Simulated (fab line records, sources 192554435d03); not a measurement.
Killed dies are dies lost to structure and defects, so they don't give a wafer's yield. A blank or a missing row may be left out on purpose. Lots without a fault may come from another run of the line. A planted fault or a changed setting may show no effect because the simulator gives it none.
Chamber matching | flow n5_finfet | N5_BEOL_M3_DESCUM_16 on rie_diel-06: 4 sister chambers
The step chemistry O2, time 7 s. 4 wafers are shown with their chamber, then 8 later ones without.

WAFERS WITH THEIR CHAMBER
wafer  | chamber | throttle_valve_pct (%)
L085.1 | 0       | 20.60
L087.3 | 2       | 20.40
L087.6 | 1       | 20.10
L089.1 | 3       | 20.20

WAFERS WITHOUT THEIR CHAMBER
wafer  | throttle_valve_pct (%)
L089.2 | 20.40
L089.4 | 20.10
L097.1 | 20.13
L097.2 | 20.23
L097.3 | 20.43
L097.4 | 20.26
L097.5 | 20.45
L097.6 | 20.23

WHICH CHAMBER EACH WENT THROUGH
wafer  | from the rows above     | in truth
L089.2 | 2                       | 2
L089.4 | 1                       | 1
L097.1 | can't be placed: 1 or 3 | 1
L097.2 | 3                       | 3
L097.3 | 2                       | 2
L097.4 | 3                       | 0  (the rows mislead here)
L097.5 | 2                       | 2
L097.6 | 3                       | 3
Placed correctly: 6 of 8. Can't be placed from these rows: 1 (the true chamber is among the candidates in 1). Placed wrongly: 1.
How it was worked out, from the rows above alone: a wafer's distance from a chamber is the root of the sum, over the readings, of the square of ((its reading less the chamber's mean) divided by the reading's scatter). The wafer belongs to the nearest chamber; if the next one is less than 2 further off, it can't be placed. A chamber's mean is the mean of its shown wafers. The scatter: with one shown wafer a chamber, the root of the mean of the squares of how far each hidden wafer lies from its nearest shown one.
